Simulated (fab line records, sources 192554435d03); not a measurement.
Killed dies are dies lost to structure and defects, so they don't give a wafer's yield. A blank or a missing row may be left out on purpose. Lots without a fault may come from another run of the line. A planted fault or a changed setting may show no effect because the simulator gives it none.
fab line records | flow n5_finfet
record lots=7 wafers=39
route steps=1938 shown BEOL_M11@1536 BEOL_M12@1656 BEOL_M14@1770
start_h: hours from the record's first day to the start of the lot's first wafer shown | wait_h: hours since the lot's step before | " the same as in the row above | L1.1+2: a row that stands for several wafers | - no value, or no start given | * or withheld: withheld | < > ~ a bound
route shown NAME@n: a module of which the file shows steps, and the number in the route of the first | usual: mean/standard deviation of fault-free wafers | same: alike in all rows | chamber/n: place in a boat | sites: the reading at each site | _std_site: their standard deviation | _edge_site: outer sites' mean less inner sites' | radius_mm: how far each site lies from the wafer's centre | mask NAME#n: copy n | behind: the tool/chamber that last shaped the wafer | hold: why the lot was held/for how many hours/how that ended | device: the transistor (n, p or np) that didn't switch | end of line: the same wafers' tests at the end of the route | a step without rows: its recipe alone | killed: dies lost to structure and defects at the first sort, not the wafer's yield | map: a wafer's dies, x killed, . not, _ none there
set.NAME: the setting as run; set.NAME@STEP: as run at that earlier step | model.NAME: the simulator's own value behind a step, which no gauge read
lots whose settings were changed on purpose; a table a step, a row a wafer
## steps
# step N5_BEOL_M11_ILD_DEP_00
# recipe material=SiCOH_lowk target_thk_a=3085.1 temp_c=300 precursor=DEMS/porogen pressure_torr=5 rf_w=500 time_s=58
# columns lot.wafer tool chamber start_h wait_h set.target_thk_a model.SiCOH_lowk_of_BEOL_M11_ILD_DEP_00.thk_nm
L076.1 pecvd-02 2 258.53 0.0 3085.1 306.8
L076.2 " 1 " " 3085.1 303.2
L076.3 " 0 " " 2146 211.2
L076.4 " 2 " " 2146 215.2
L076.5 " 1 " " 3085.1 307.2
L076.6 " 0 " " 2146 213.2
L078.1 pecvd-01 2 285.56 0.0 3085.1 308.4
L078.2 " 1 " " 2119 208.6
L078.3 " 0 " " 2119 209.8
L078.4 " 1 " " 3085.1 309.6
L078.5 " 0 " " 2119 213
L078.6 " 2 " " 3085.1 313.6
L080.1 pecvd-02 2 289.67 0.0 4356 431.6
L080.2 " 1 " " 4356 430
L080.3 " 0 " " 4356 430.2
L080.4 " 1 " " 3085.1 307.8
L080.5 " 2 " " 3085.1 311.8
L080.6 " 0 " " 3085.1 308.8
L091.3 pecvd-03 2 362.17 0.0 3085.1 308
L091.4 " 2 " " 3085.1 311.2
L091.5 " 1 " " 3085.1 309.8
L089.1 pecvd-01 1 364.22 0.0 2434 242
L089.2 " 0 " " 3085.1 311.6
L089.3 " 2 " " 2434 247.8
L089.4 " 0 " " 3085.1 314.2
L089.5 " 1 " " 3085.1 312.2
L089.6 " 2 " " 2434 250.8
L093.1 pecvd-01 0 378.10 0.0 4489 444.4
L093.2 " 2 " " 4489 442.4
L093.3 " 1 " " 3085.1 303.8
L093.4 " 1 " " 3085.1 302.2
L093.5 " 2 " " 4489 451
L093.6 " 0 " " 3085.1 309.8
L095.1 pecvd-03 2 386.96 0.0 1750 169.8
L095.2 " 0 " " 1750 175.8
L095.3 " 0 " " 3085.1 309.6
L095.4 " 2 " " 1750 175.4
L095.5 " 2 " " 3085.1 309.4
L095.6 " 0 " " 3085.1 310.2
# step N5_BEOL_M11_CURE_71
# recipe temp_c=385 time_s=240 ambient=He/Ar material=SiCOH_lowk
# columns lot.wafer tool chamber start_h wait_h set.target_thk_a@BEOL_M11_ILD_DEP_00 model.SiCOH_lowk_of_BEOL_M11_ILD_DEP_00.thk_nm
L076.1 uv_cure-01 2 258.61 0.0 3085.1 266.4
L076.2 " 2 " " 3085.1 263.4
L076.3 " 2 " " 2146 182.4
L076.4 " 2 " " 2146 186
L076.5 " 2 " " 3085.1 266.8
L076.6 " 2 " " 2146 184.2
L078.1 uv_cure-02 2 285.64 0.0 3085.1 267.8
L078.2 " 2 " " 2119 180
L078.3 " 2 " " 2119 181.2
L078.4 " 2 " " 3085.1 268.8
L078.5 " 2 " " 2119 184
L078.6 " 2 " " 3085.1 272.4
L080.1 uv_cure-01 2 289.75 0.0 4356 377.6
L080.2 " 2 " " 4356 376
L080.3 " 2 " " 4356 376.2
L080.4 " 2 " " 3085.1 267.4
L080.5 " 2 " " 3085.1 271
L080.6 " 2 " " 3085.1 268.4
L091.3 uv_cure-02 0 362.41 0.2 3085.1 267.6
L091.4 " 0 " " 3085.1 270.4
L091.5 " 0 " " 3085.1 269.2
L089.1 uv_cure-01 2 364.30 0.0 2434 209.4
L089.2 " 2 " " 3085.1 270.6
L089.3 " 2 " " 2434 214.4
L089.4 " 2 " " 3085.1 273
L089.5 " 2 " " 3085.1 271.4
L089.6 " 2 " " 2434 217
L093.1 uv_cure-02 2 378.18 0.0 4489 389
L093.2 " 2 " " 4489 387.2
L093.3 " 2 " " 3085.1 263.8
L093.4 " 2 " " 3085.1 262.4
L093.5 " 2 " " 4489 395
L093.6 " 2 " " 3085.1 269
L095.1 uv_cure-02 0 387.06 0.1 1750 146.4
L095.2 " 0 " " 1750 151.6
L095.3 " 0 " " 3085.1 269
L095.4 " 0 " " 1750 151.2
L095.5 " 0 " " 3085.1 268.8
L095.6 " 0 " " 3085.1 269.6
# step N5_BEOL_M11_THK_MEAS_01
# recipe reads=SiCOH_lowk_of_BEOL_M11_ILD_DEP_00
# usual M11_ILD_THK=268/3.4
# columns lot.wafer tool chamber start_h wait_h set.target_thk_a@BEOL_M11_ILD_DEP_00 M11_ILD_THK[nm]
L076.1 film_metro-01 - 259.12 0.4 3085.1 267
L076.2 " - " " 3085.1 263
L076.3 " - " " 2146 182
L076.4 " - " " 2146 186
L076.5 " - " " 3085.1 267
L076.6 " - " " 2146 184
L078.1 film_metro-02 - 286.15 0.4 3085.1 268
L078.2 " - " " 2119 180
L078.3 " - " " 2119 181
L078.4 " - " " 3085.1 269
L078.5 " - " " 2119 184
L078.6 " - " " 3085.1 272
L080.1 film_metro-02 - 290.26 0.4 4356 377
L080.2 " - " " 4356 376
L080.3 " - " " 4356 376
L080.4 " - " " 3085.1 267
L080.5 " - " " 3085.1 271
L080.6 " - " " 3085.1 268
L091.3 film_metro-01 - 362.76 0.3 3085.1 268
L091.4 " - " " 3085.1 270
L091.5 " - " " 3085.1 269
L089.1 film_metro-01 - 364.81 0.4 2434 209
L089.2 " - " " 3085.1 271
L089.3 " - " " 2434 214
L089.4 " - " " 3085.1 273
L089.5 " - " " 3085.1 271
L089.6 " - " " 2434 217
L093.1 film_metro-01 - 378.70 0.4 4489 389
L093.2 " - " " 4489 387
L093.3 " - " " 3085.1 264
L093.4 " - " " 3085.1 263
L093.5 " - " " 4489 395
L093.6 " - " " 3085.1 269
L095.1 film_metro-01 - 387.58 0.4 1750 146
L095.2 " - " " 1750 152
L095.3 " - " " 3085.1 269
L095.4 " - " " 1750 151
L095.5 " - " " 3085.1 269
L095.6 " - " " 3085.1 270
# step N5_BEOL_M12_DEP_53
# recipe material=SiCN target_thk_a=300 temp_c=withheld precursor=3MS/NH3 pressure_torr=3 rf_w=675 time_s=10.5
# columns lot.wafer tool chamber start_h wait_h set.target_thk_a model.SiCN_of_BEOL_M12_DEP_53.thk_nm
L076.1 pecvd-03 0 271.39 0.0 163.8 16.4
L076.2 " 2 " " 300 29.8
L076.3+6 " 1,2 " " 163.8 16.6
L076.4+5 " 1,0 " " 300 30.4
L078.1 pecvd-03 2 300.49 0.0 300 29.4
L078.2+3 " 1,0 " " 300 29.6
L078.4+6 " 1,0 " " 300 30.2
L078.5 " 2 " " 300 30
L080.1+3 pecvd-03 1,2 304.07 0.0 381.8 38.4
L080.2 " 0 " " 300 30.2
L080.4 " 2 " " 381.8 38.8
L080.5+6 " 0,1 " " 300 30.6
L091.3 pecvd-03 2 376.19 0.0 300 29.8
L091.4 " 1 " " 300 30.6
L091.5 " 2 " " 300 30.2
L089.1 pecvd-01 0 376.46 0.0 300 30
L089.2 " 1 " " 300 29.8
L089.3+4 " 2 " " 171.5 17.2
L089.5 " 0 " " 300 30.6
L089.6 " 1 " " 171.5 17.6
L093.1 pecvd-04 2 399.82 0.0 300 29.4
L093.2 " 0 " " 300 29.2
L093.3 " 2 " " 133.7 12.8
L093.4 " 0 " " 300 29.6
L093.5+6 " 2,0 " " 133.7 13
L095.1+6 pecvd-01 0,1 404.24 0.0 300 30.4
L095.2+3 " 1,2 " " 254.7 25.4
L095.4 " 2 " " 300 30.6
L095.5 " 0 " " 254.7 26.2
# step N5_BEOL_M14_DEP_53
# recipe material=SiCN target_thk_a=500 temp_c=withheld precursor=3MS/NH3 pressure_torr=3 rf_w=675 time_s=17.8
# columns lot.wafer tool chamber start_h wait_h set.time_s model.SiCN_of_BEOL_M14_DEP_53.thk_nm
L076.1 pecvd-02 1 285.13 0.0 24.66 68.8
L076.2 " 2 " " 24.66 68.4
L076.3 " 0 " " 24.66 68
L076.4 " 1 " " 17.8 51.2
L076.5+6 " 0,2 " " 17.8 49.4
L078.1 pecvd-03 1 313.13 0.0 25.57 70.6
L078.2+4 " 0,1 " " 17.8 50
L078.3 " 2 " " 25.57 69.8
L078.5 " 2 " " 17.8 49.6
L078.6 " 0 " " 25.57 71.2
L080.1 pecvd-02 2 313.40 0.0 17.8 49.2
L080.2 " 1 " " 17.8 49.6
L080.3+6 " 0,2 " " 17.8 49
L080.4 " 1 " " 17.8 50.4
L080.5 " 0 " " 17.8 49.4
L091.3 pecvd-03 0 386.10 0.0 17.8 51
L091.4 " 2 " " 17.8 50.2
L091.5 " 2 " " 17.8 49.8
L089.1 pecvd-04 2 386.56 0.0 17.8 49.2
L089.2 " 1 " " 17.8 49.6
L089.3 " 0 " " 23.75 65.2
L089.4 " 1 " " 17.8 50.2
L089.5 " 2 " " 23.75 66.8
L089.6 " 0 " " 23.75 67
L093.1+2+3 pecvd-04 1,0,2 411.28 0.0 17.8 48.8
L093.4+6 " 1,2 " " 14.79 41
L093.5 " 0 " " 14.79 41.6
L095.1+4 pecvd-02 0 414.78 0.0 17.8 49.4
L095.2 " 1 " " 17.8 49.8
L095.3 " 2 " " 17.8 50.2
L095.5 " 1 " " 17.8 51.6
L095.6 " 2 " " 17.8 50
## key
split step=N5_BEOL_M11_ILD_DEP_00 setting=target_thk_a stated=3085.1 by=wafer
response step=N5_BEOL_M11_ILD_DEP_00 reading=model.SiCOH_lowk_of_BEOL_M11_ILD_DEP_00.thk_nm change=+3.08 per=1% r=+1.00
response step=N5_BEOL_M11_CURE_71 reading=model.SiCOH_lowk_of_BEOL_M11_ILD_DEP_00.thk_nm change=+2.72 per=1% r=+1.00
response step=N5_BEOL_M11_THK_MEAS_01 reading=M11_ILD_THK change=+2.72 per=1% r=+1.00
split step=N5_BEOL_M12_DEP_53 setting=target_thk_a stated=300 by=wafer
response step=N5_BEOL_M12_DEP_53 reading=model.SiCN_of_BEOL_M12_DEP_53.thk_nm change=+0.299 per=1% r=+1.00
split step=N5_BEOL_M14_DEP_53 setting=time_s stated=17.8 by=wafer
response step=N5_BEOL_M14_DEP_53 reading=model.SiCN_of_BEOL_M14_DEP_53.thk_nm change=+0.479 per=1% r=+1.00
